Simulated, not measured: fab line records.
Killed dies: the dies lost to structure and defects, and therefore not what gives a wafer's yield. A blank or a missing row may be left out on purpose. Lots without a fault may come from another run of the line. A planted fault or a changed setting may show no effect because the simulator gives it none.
fab line records	flow n5Finfet	part 1 of 2: steps 1 to 28 of 36
[record] lots = 7	wafers = 21	lastDay = 15
route steps=1938 shown BEOL_M4@1104 BEOL_M5@1112
lots that met no fault: from a run of the same line without faults
startH: hours from the record's opening day to when the first of the lot's shown wafers began	waitH: hours since the lot's step before	" the same as in the row above	L1.1+2: a row that stands for several wafers	- no value, or no start was given	* or withheld: withheld	< > ~ a bound
route shown NAME@n: NAME is a module with steps in the file, n the number in the route of the first one	usual: mean and standard deviation over wafers with no fault	same: alike in all rows	chamber/n: place in a boat	sites: readings site by site	_std_site: the values' standard deviation	_edge_site: inner sites' mean taken away from outer sites' mean	radiusMm: for every site, how far away it sits from the centre of the wafer	mask NAME#n: copy n	behind: tool/chamber where the wafer was last shaped	hold: the reason the lot was held/the length of the hold in hours/how it ended	device: the n, p or np transistor that did not switch	end of line: the route-end tests of the same wafers	step lacking rows: just its recipe	killed: the dies lost at the first sort to structure and to defects; this is not the yield of the wafer	map: per-die view of a wafer (x killed, . not killed, _ where there is no die)
set.NAME: setting as actually run; set.NAME@STEP: the setting as run at that earlier step	model.NAME: the simulator's own value behind a step, which no gauge read
a table for each step, a row for each wafer; lots at some steps of the route
services: a tool's chamber out of use, with start hour (startH, from the record's first day; less than 0 if before it), hours out, and reason
[[steps]]
[step N5_BEOL_M4_THK_MEAS_53]
[recipe] thkMeasGauge = xrf	reads = Cu_of_BEOL_M4_ECD_50
[usual] M4_THK = 39.5/1.2
lot.wafer	tool	chamber	startH	waitH	M4_THK[nm]
L528.2	filmMetro-01	-	172.64	-	40.3
L528.4	"	-	"	"	41.7
L528.5	"	-	"	"	39.2
L534.3	filmMetro-01	-	216.44	-	39.6
L534.4	"	-	"	"	39.1
L534.6	"	-	"	"	39.6
L538.1	filmMetro-02	-	248.07	-	37.7
L538.3	"	-	"	"	39.1
L538.5	"	-	"	"	41.6
L540.3	filmMetro-02	-	248.57	-	40.0
L540.4	"	-	"	"	39.0
L540.5	"	-	"	"	37.9
L544.1	filmMetro-02	-	275.02	-	38.6
L544.3	"	-	"	"	41.1
L544.5	"	-	"	"	39.4
L545.1	filmMetro-01	-	278.88	-	41.2
L545.4	"	-	"	"	40.9
L545.6	"	-	"	"	39.1
L547.2	filmMetro-02	-	286.16	-	40.3
L547.5	"	-	"	"	38.8
L547.6	"	-	"	"	40.0
[step N5_BEOL_M4_PRE_CLEAN_60]
[recipe] gas = NH3/H2	timeS = 15	tempC = *	rfPowerW = 300
[usual] heaterPowerOuterW = 28/12	heaterPowerW = 90/15
lot.wafer	tool	chamber	startH	waitH	heaterPowerOuterW	heaterPowerW
L528.2	cvdCo-02	1	172.67	0.0	19	97
L528.4	"	2	"	"	48	106
L528.5	"	1	"	"	19	93
L534.3	cvdCo-01	1	216.47	0.0	27	91
L534.4	"	0	"	"	36	110
L534.6	"	1	"	"	26	94
L538.1	cvdCo-02	1	248.11	0.0	19	97
L538.3	"	0	"	"	13	63
L538.5	"	2	"	"	48	103
L540.3	cvdCo-02	2	248.61	0.0	48	104
L540.4	"	1	"	"	19	92
L540.5	"	2	"	"	48	105
L544.1	cvdCo-02	2	275.06	0.0	47	103
L544.3	"	1	"	"	19	95
L544.5	"	2	"	"	49	104
L545.1	cvdCo-02	1	278.91	0.0	20	97
L545.4	"	2	"	"	49	105
L545.6	"	1	"	"	19	95
L547.2	cvdCo-02	0	286.20	0.0	13	64
L547.5	"	2	"	"	48	105
L547.6	"	1	"	"	19	93
[step N5_BEOL_M4_CO_CAP_55]
[recipe] material = Co	targetThkA = 20	tempC = 200	precursor = CCTBA/H2	pressureTorr = 30	timeS = 102.1
[step N5_BEOL_M4_PRE_CLEAN_56]
[recipe] gas = NH3	timeS = 15	tempC = withheld	rfPowerW = 300
[step N5_BEOL_M4_DEP_57]
[recipe] material = SiCN	targetThkA = 80	tempC = withheld	precursor = 3MS/NH3	pressureTorr = 3	rfW = 202	timeS = 14
[step N5_BEOL_M4_RS_MEAS_58]
[recipe] thkMeasGauge = four-point-probe	reads = Co_of_BEOL_M4_CO_CAP_55+Cu_of_BEOL_M4_ECD_50+Co_of_BEOL_M4_CVD_47+TaN_of_BEOL_M4_ALD_84
[usual] M4_RS = 0.667/0.027
lot.wafer	tool	chamber	startH	waitH	M4_RS[ohm/sq]
L528.2	filmMetro-01	-	172.90	0.1	0.653
L528.4	"	-	"	"	0.628
L528.5	"	-	"	"	0.681
L534.3	filmMetro-02	-	216.70	0.1	0.664
L534.4	"	-	"	"	0.683
L534.6	"	-	"	"	0.667
L538.1	filmMetro-02	-	248.33	0.0	0.705
L538.3	"	-	"	"	0.674
L538.5	"	-	"	"	0.623
L540.3	filmMetro-01	-	248.83	0.1	0.655
L540.4	"	-	"	"	0.675
L540.5	"	-	"	"	0.704
L544.1	filmMetro-01	-	275.28	0.0	0.678
L544.3	"	-	"	"	0.627
L544.5	"	-	"	"	0.665
L545.1	filmMetro-02	-	279.14	0.0	0.633
L545.4	"	-	"	"	0.636
L545.6	"	-	"	"	0.675
L547.2	filmMetro-02	-	286.42	0.1	0.659
L547.5	"	-	"	"	0.692
L547.6	"	-	"	"	0.669
[step N5_BEOL_M4_INSPECT_59]
[recipe] inspectInstrument = darkfield	mode = postDep
[usual] rawDefectCount = 73/21
lot.wafer	tool	chamber	startH	waitH	rawDefectCount
L528.2	defectInspect-02	-	172.92	0.0	81
L528.4	"	-	"	"	87
L528.5	"	-	"	"	85
L534.3	defectInspect-01	-	216.72	0.0	79
L534.4	"	-	"	"	97
L534.6	"	-	"	"	68
L538.1	defectInspect-02	-	248.36	0.0	68
L538.3	"	-	"	"	91
L538.5	"	-	"	"	77
L540.3	defectInspect-01	-	248.86	0.0	76
L540.4	"	-	"	"	55
L540.5	"	-	"	"	83
L544.1	defectInspect-02	-	275.31	0.0	108
L544.3	"	-	"	"	82
L544.5	"	-	"	"	92
L545.1	defectInspect-01	-	279.16	0.0	43
L545.4	"	-	"	"	85
L545.6	"	-	"	"	49
L547.2	defectInspect-01	-	286.45	0.0	47
L547.5	"	-	"	"	61
L547.6	"	-	"	"	73
[step N5_BEOL_M4_RC_MEAS_101]
[usual] DIBL_N = 35.9/1.4	DIBL_P = 35.9/1.7	IOFF_N = 0.155/0.023	IOFF_P = 0.201/0.029	ION_N = 672/8.8	ION_P = 460/7	SS_N = 71.6/0.48	SS_P = 73.1/0.64	VT_N = 250.0/3	VT_P = -251.6/3
lot.wafer	tool	chamber	startH	waitH	DIBL_N[mV/V]	DIBL_P[mV/V]	IOFF_N[nA/um]	IOFF_P[nA/um]	ION_N[uA/um]	ION_P[uA/um]	SS_N[mV/dec]	SS_P[mV/dec]	VT_N[mV]	VT_P[mV]
L528.2	prober-02	0	173.10	0.2	35.9	35.7	0.154	0.217	671	463	71.3	72.8	249.9	-249.3
L528.4	"	0	"	"	37.4	38.3	0.190	0.258	680	468	71.8	72.9	246.4	-244.6
L528.5	"	0	"	"	35.1	34.7	0.142	0.203	663	465	71.0	72.5	253.2	-247.8
L534.3	prober-02	0	217.06	0.3	34.9	34.5	0.138	0.151	662	449	71.9	72.6	251.5	-256.6
L534.4	"	0	"	"	34.7	34.5	0.136	0.155	658	443	71.7	72.0	255.2	-257.3
L534.6	"	0	"	"	36.6	36.0	0.159	0.171	664	444	72.0	73.5	250.5	-255.5
L538.1	prober-01	0	248.38	0.0	35.2	37.6	0.181	0.236	675	470	71.9	73.9	246.2	-250.2
L538.3	"	0	"	"	33.8	36.1	0.148	0.212	672	468	72.0	72.9	249.1	-249.2
L538.5	"	0	"	"	34.0	36.5	0.150	0.210	680	467	71.3	72.2	249.6	-248.4
L540.3	prober-02	0	249.19	0.3	38.1	36.6	0.178	0.243	694	474	71.7	73.1	244.7	-246.3
L540.4	"	0	"	"	37.1	35.4	0.162	0.222	675	465	71.7	73.0	247.2	-249.9
L540.5	"	0	"	"	35.4	34.6	0.144	0.210	684	472	70.8	72.4	251.5	-248.4
L544.1	prober-02	0	275.34	0.0	37.0	37.2	0.169	0.215	691	466	71.7	73.4	248.9	-250.8
L544.3	"	0	"	"	36.5	36.3	0.147	0.201	675	464	71.2	73.2	250.6	-250.9
L544.5	"	0	"	"	35.7	34.7	0.131	0.173	669	459	71.8	72.3	254.2	-253.4
L545.1	prober-02	0	279.19	0.0	35.4	36.6	0.148	0.165	675	452	71.8	73.7	249.8	-256.4
L545.4	"	0	"	"	36.1	37.0	0.154	0.164	658	448	71.5	73.5	250.7	-257.2
L545.6	"	0	"	"	36.8	38.1	0.162	0.180	674	457	72.1	73.0	249.6	-258.8
L547.2	prober-02	0	286.63	0.2	38.0	37.5	0.173	0.216	677	460	72.0	73.7	250.2	-250.7
L547.5	"	0	"	"	38.5	38.4	0.196	0.239	697	472	71.5	74.1	246.2	-251.4
L547.6	"	0	"	"	38.2	38.5	0.185	0.237	686	463	72.3	72.9	247.8	-249.5
[step N5_BEOL_M5_ILD_DEP_00]
[recipe] material = SiCOH_lowk	targetThkA = 1406.4	tempC = 300	precursor = DEMS/porogen	pressureTorr = 5	rfW = 500	timeS = 25.9
[step N5_BEOL_M5_CURE_79]
[recipe] tempC = 385	timeS = 240	ambient = He/Ar	material = SiCOH_lowk
[step N5_BEOL_M5_THK_MEAS_01]
[recipe] reads = SiCOH_lowk_of_BEOL_M5_ILD_DEP_00
[usual] M5_ILD_THK = 121.1/1.5
lot.wafer	tool	chamber	startH	waitH	M5_ILD_THK[nm]
L528.2	filmMetro-01	-	174.96	0.7	122.2
L528.4	"	-	"	"	123.6
L528.5	"	-	"	"	123.1
L534.3	filmMetro-01	-	218.28	0.3	119.9
L534.4	"	-	"	"	120.9
L534.6	"	-	"	"	122.7
L538.1	filmMetro-02	-	249.92	0.4	117.5
L538.3	"	-	"	"	119.5
L538.5	"	-	"	"	120.9
L540.3	filmMetro-01	-	250.43	0.3	122.3
L540.4	"	-	"	"	123.4
L540.5	"	-	"	"	123.0
L544.1	filmMetro-02	-	277.35	0.8	120.4
L544.3	"	-	"	"	119.5
L544.5	"	-	"	"	122.1
L545.1	filmMetro-01	-	281.20	0.8	119.6
L545.4	"	-	"	"	121.9
L545.6	"	-	"	"	121.7
L547.2	filmMetro-01	-	288.02	0.4	118.8
L547.5	"	-	"	"	120.2
L547.6	"	-	"	"	122.4
[step N5_BEOL_M5_PECVD_70]
[recipe] material = SiO2	targetThkA = 160	tempC = 400	precursor = TEOS/O2	pressureTorr = 5.5	rfW = 450	teosFlowSccm = 53.8	gas = O2	flowSccm = 3000	timeS = 18
[step N5_BEOL_M5_HM_DEP_02]
[recipe] material = TiN	targetThkA = 200	tempC = 25	chamberPressurePa = 0.49996
[usual] chamberPressurePa = 0.5000/0.001	substrateTempC = 24.99/0.12	throttleValvePct = 30.0/0.86
lot.wafer	tool	chamber	startH	waitH	chamberPressurePa	substrateTempC	throttleValvePct
L528.2	pvdSputter-01	-	175.70	0.7	0.4993	24.83	30.0
L528.4	"	-	"	"	0.4995	25.14	29.0
L528.5	"	-	"	"	0.5000	25.14	31.4
L534.3	pvdSputter-03	-	218.41	0.0	0.4976	25.03	30.4
L534.4	"	-	"	"	0.5011	25.12	30.8
L534.6	"	-	"	"	0.5003	24.88	29.7
L538.1	pvdSputter-03	-	251.57	1.6	0.4997	25.06	30.2
L538.3	"	-	"	"	0.5013	25.05	29.9
L538.5	"	-	"	"	0.4965	25.02	29.6
L540.3	pvdSputter-01	-	252.29	1.8	0.5009	24.94	30.4
L540.4	"	-	"	"	0.5014	24.91	31.9
L540.5	"	-	"	"	0.5001	24.96	31.4
L544.1	pvdSputter-03	-	278.78	1.4	-	-	-
L544.3	"	-	"	"	-	-	-
L544.5	"	-	"	"	-	-	-
L545.1	pvdSputter-03	-	281.50	0.2	-	-	-
L545.4	"	-	"	"	-	-	-
L545.6	"	-	"	"	-	-	-
L547.2	pvdSputter-01	-	289.09	1.0	-	-	-
L547.5	"	-	"	"	-	-	-
L547.6	"	-	"	"	-	-	-
[step N5_BEOL_M5_COAT_59]
[recipe] resist = SOC	tempC = 250	timeS = 60	spinRpm = 1500	resistThkNm = 60
[step N5_BEOL_M5_COAT_60]
[recipe] resist = SiARC	tempC = 220	timeS = 60	spinRpm = 1500	resistThkNm = 12
[step N5_BEOL_M5_COAT_71]
[recipe] resist = underlayer	tempC = 205	timeS = 60	spinRpm = 1500	resistThkNm = 5
[step N5_BEOL_M5_COAT_05]
[recipe] resist = CAR-EUV	spinRpm = 1500	resistThkNm = 30
[step N5_BEOL_M5_EBR_07]
[recipe] solvent = PGMEA	ebrWidthMm = 1.5
[step N5_BEOL_M5_SOFTBAKE_06]
[recipe] tempC = 110	timeS = 60	resist = CAR-EUV
[step N5_BEOL_M5_EXPOSE_08]
[recipe] maskId = M5	na = 0.33	sourceShape = annular	sigmaInner = 0.4	sigmaOuter = 0.8	polarization = unpolarized	targetCdNm = 28	doseMj = 35.75
[step N5_BEOL_M5_PEB_09]
[recipe] pebTempC = 100	pebTimeS = 60	resist = CAR-EUV
[step N5_BEOL_M5_DEVELOP_10]
[recipe] developTimeS = 30	developer = TMAH	resist = CAR-EUV	rinseLiquid = surfactantRinse	dry = airSpin	devTempC = 23
[step N5_BEOL_M5_CD_MEAS_11]
[recipe] targetCdNm = 27.74	landingEnergyEv = 500	detector = seInlens
[usual] cdNm = 28.00/0.23
lot.wafer	tool	chamber	startH	waitH	cdNm
L528.2	cdSem-03	0	176.12	-	27.70
L528.4	"	0	"	"	27.93
L528.5	"	0	"	"	28.30
L534.3	cdSem-02	0	218.94	-	28.10
L534.4	"	0	"	"	27.81
L534.6	"	0	"	"	28.39
L538.1	cdSem-01	0	251.96	-	27.72
L538.3	"	0	"	"	27.99
L538.5	"	0	"	"	28.11
L540.3	cdSem-01	0	252.69	-	28.03
L540.4	"	0	"	"	27.97
L540.5	"	0	"	"	28.07
L544.1	cdSem-03	0	279.30	-	27.87
L544.3	"	0	"	"	28.14
L544.5	"	0	"	"	27.92
L545.1	cdSem-02	0	281.90	-	28.13
L545.4	"	0	"	"	28.36
L545.6	"	0	"	"	28.36
L547.2	cdSem-02	0	289.48	-	27.97
L547.5	"	0	"	"	28.13
L547.6	"	0	"	"	28.03
[step N5_BEOL_M5_OVL_MEAS_12]
[recipe] pointsPerWafer = 522
[usual] M5_OVL = -0.3/0.61
lot.wafer	tool	chamber	startH	waitH	M5_OVL[nm]
L528.2	overlay-01	0	176.16	0.0	0.0
L528.4	"	0	"	"	-0.9
L528.5	"	0	"	"	-0.4
L534.3	overlay-02	0	218.98	0.0	0.4
L534.4	"	0	"	"	0.2
L534.6	"	0	"	"	0.5
L538.1	overlay-01	0	251.99	0.0	0.2
L538.3	"	0	"	"	-0.4
L538.5	"	0	"	"	-0.8
L540.3	overlay-01	0	252.73	0.0	-0.8
L540.4	"	0	"	"	-0.8
L540.5	"	0	"	"	0.4
L544.1	overlay-02	0	279.33	0.0	-1.8
L544.3	"	0	"	"	-0.5
L544.5	"	0	"	"	-1.4
L545.1	overlay-02	0	281.93	0.0	-0.6
L545.4	"	0	"	"	-0.8
L545.6	"	0	"	"	-0.5
L547.2	overlay-01	0	289.51	0.0	-1.0
L547.5	"	0	"	"	-0.1
L547.6	"	0	"	"	0.3
[step N5_BEOL_M5_INSPECT_13]
[recipe] mode = adi	inspectInstrument = brightfield
[usual] rawDefectCount = 423/93
lot.wafer	tool	chamber	startH	waitH	rawDefectCount
L528.2	defectInspect-01	-	176.21	0.0	444
L528.4	"	-	"	"	385
L528.5	"	-	"	"	469
L534.3	defectInspect-01	-	219.02	0.0	411
L534.4	"	-	"	"	448
L534.6	"	-	"	"	307
L538.1	defectInspect-01	-	252.05	0.1	298
L538.3	"	-	"	"	468
L538.5	"	-	"	"	338
L540.3	defectInspect-01	-	252.78	0.0	501
L540.4	"	-	"	"	591
L540.5	"	-	"	"	365
L544.1	defectInspect-01	-	279.39	0.1	285
L544.3	"	-	"	"	278
L544.5	"	-	"	"	311
L545.1	defectInspect-02	-	281.98	0.1	171
L545.4	"	-	"	"	229
L545.6	"	-	"	"	249
L547.2	defectInspect-01	-	289.58	0.1	298
L547.5	"	-	"	"	495
L547.6	"	-	"	"	354
[step N5_BEOL_M5_DESCUM_16]
[recipe] chemistry = O2	timeS = 7	sourcePowerW = 50	biasPowerW = 20	pressureMtorr = 20	rfFrequencyHz = 2.712e+07	tempC = 40	resist = CAR-EUV	o2FlowSccm = 225
[step N5_BEOL_M5_ETCH_72]
[recipe] chemistry = N2/H2	target = underlayer	targetDepthA = 65	maskMaterial = CAR-EUV	timeS = 5.2	ionEnergyEv = 200	pressureMtorr = 30	sourceW = 840	biasW = 150	n2FlowSccm = 200	h2FlowSccm = 200	ends = cleared
[usual] drypumpMotorCurrentA = 5.8/0.6	etchRfOnTimeS = 5.16/0.074	oesProductAu = 0.68/0.084	rfVppV = 524.2/2.9	showerheadPlenumPTorr = 2.55/0.097	throttleValvePct = 17.81/0.21
lot.wafer	tool	chamber	startH	waitH	drypumpMotorCurrentA	etchRfOnTimeS	oesProductAu	rfHoursCounterH	rfVppV	showerheadPlenumPTorr	throttleValvePct
L528.2	rieDiel-03	2	176.43	0.0	5.5	5.22	0.63	183	524.3	2.53	18.09
L528.4	"	3	"	"	6.4	5.19	0.79	-	529.0	2.71	17.45
L528.5	"	0	"	"	5.1	5.24	0.63	-	522.5	2.43	17.67
L534.3	rieDiel-03	3	220.82	0.0	6.4	5.15	0.76	24	526.8	2.70	17.49
L534.4	"	1	"	"	6.1	5.25	0.62	154	526.4	2.65	17.90
L534.6	"	1	"	"	6.1	5.24	0.62	-	527.3	2.65	17.92
L538.1	rieDiel-01	2	252.12	0.0	6.6	5.07	0.80	13	522.1	2.49	17.82
L538.3	"	3	"	"	6.2	5.16	0.65	130	521.0	2.45	17.73
L538.5	"	1	"	"	4.7	5.11	0.78	-	525.7	2.60	17.78
L540.3	rieDiel-04	0	252.84	0.0	5.3	5.24	0.63	182	526.0	2.64	18.12
L540.4	"	1	"	"	5.4	5.07	0.78	-	523.2	2.58	17.66
L540.5	"	0	"	"	5.3	5.23	0.64	-	528.4	2.64	18.13
L544.1	rieDiel-01	0	279.45	0.0	5.9	5.10	0.75	54	530.3	2.69	17.59
L544.3	"	1	"	"	4.7	5.09	0.77	28	526.4	2.60	17.82
L544.5	"	1	"	"	4.7	5.12	0.76	-	526.4	2.60	17.79
L545.1	rieDiel-04	2	282.07	0.0	6.1	5.16	0.84	5	522.9	2.50	17.66
L545.4	"	0	"	"	5.4	5.20	0.64	192	526.7	2.64	18.13
L545.6	"	0	"	"	5.3	5.25	0.63	-	524.3	2.63	18.12
L547.2	rieDiel-04	1	289.65	0.0	5.4	5.08	0.75	40	525.2	2.58	17.69
L547.5	"	2	"	"	6.1	5.18	0.81	-	523.1	2.50	17.69
L547.6	"	3	"	"	6.8	5.29	0.57	-	520.5	2.40	17.69
[step N5_BEOL_M5_ETCH_61]
[recipe] chemistry = CF4	target = SiARC	targetDepthA = 156	maskMaterial = CAR-EUV	timeS = 26	ionEnergyEv = 80	pressureMtorr = 40	sourceW = 545	biasW = 36	Ar_flow_sccm = 100	cf4FlowSccm = 100	ends = cleared
[usual] drypumpMotorCurrentA = 5.8/0.6	etchRfOnTimeS = 25.7/0.32	oesProductAu = 0.69/0.084	rfVppV = 184.2/1.2	showerheadPlenumPTorr = 2.15/0.077	throttleValvePct = 15.58/0.17
lot.wafer	tool	chamber	startH	waitH	drypumpMotorCurrentA	etchRfOnTimeS	oesProductAu	rfHoursCounterH	rfVppV	showerheadPlenumPTorr	throttleValvePct
L528.2	rieDiel-03	2	176.45	0.0	5.5	25.5	0.63	183	184.9	2.13	15.75
L528.4	"	3	"	"	6.4	25.6	0.79	-	183.7	2.28	15.25
L528.5	"	0	"	"	5.1	25.6	0.63	-	182.6	2.06	15.52
L534.3	rieDiel-03	3	220.84	0.0	6.4	26.0	0.76	24	184.9	2.27	15.26
L534.4	"	1	"	"	6.1	26.1	0.63	154	183.6	2.23	15.75
L534.6	"	1	"	"	6.1	26.1	0.62	-	184.7	2.23	15.73
L538.1	rieDiel-01	2	252.14	0.0	6.6	25.3	0.80	13	183.6	2.10	15.50
L538.3	"	3	"	"	6.2	26.0	0.64	130	184.2	2.06	15.47
L538.5	"	1	"	"	4.7	25.5	0.79	-	184.5	2.19	15.53
L540.3	rieDiel-04	0	252.86	0.0	5.4	25.9	0.64	182	185.1	2.22	15.82
L540.4	"	1	"	"	5.4	25.3	0.77	-	184.2	2.19	15.50
L540.5	"	0	"	"	5.4	25.9	0.64	-	186.2	2.22	15.81
L544.1	rieDiel-01	0	279.47	0.0	5.9	25.4	0.75	54	185.0	2.26	15.38
L544.3	"	1	"	"	4.7	25.6	0.77	28	185.1	2.18	15.53
L544.5	"	1	"	"	4.7	25.3	0.77	-	184.8	2.18	15.52
L545.1	rieDiel-04	2	282.09	0.0	6.1	25.7	0.83	5	184.1	2.11	15.39
L545.4	"	0	"	"	5.4	26.0	0.64	192	184.9	2.21	15.83
L545.6	"	0	"	"	5.3	26.3	0.63	-	184.4	2.22	15.83
L547.2	rieDiel-04	1	289.66	0.0	5.4	25.3	0.76	40	184.6	2.18	15.50
L547.5	"	2	"	"	6.1	25.5	0.84	-	184.1	2.11	15.36
L547.6	"	3	"	"	6.8	25.8	0.57	-	182.4	2.03	15.61
[[key]]
[firstSign] step = N5_BEOL_M5_HM_DEP_02	reading = toolRecord	direction = missing
[effect] step = N5_BEOL_M5_HM_OPEN_17	reading = oesProductAu	direction = down	sigmas = 3.9	usual = 0.66	struck = 0.31
[effect] step = N5_BEOL_M5_CD_MEAS_18	reading = cdNm	direction = missing
[modelEffect] step = N5_BEOL_M5_HM_OPEN_17	value = etch.depthNm	without = 19.92	struck = 0
metAt N5_BEOL_M5_HM_DEP_02
struckWafers L544.1,L544.3,L544.5,L545.1,L545.4,L545.6,L547.2,L547.5,L547.6
laterRowsLeftOut L544.1,L544.3,L544.5,L545.1,L545.4,L545.6,L547.2,L547.5,L547.6
sortLeftOut L544.1,L544.3,L544.5,L545.1,L545.4,L545.6,L547.2,L547.5,L547.6
onsetBetween 252.29 278.78
[fault] kind = skippedStepWhole	tool = pvdSputter-01,pvdSputter-03	chamber = -	onsetH = 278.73	steps = N5_BEOL_M5_HM_DEP_02	scope = struckLotsOnly
// sortLeftOut: the simulated sort isn't trusted on such a fault, so these wafers' sort isn't shown, and their yield isn't known
// laterRowsLeftOut: the simulator's readings of these wafers behind a module that went badly wrong aren't trusted and aren't shown, but for the sort
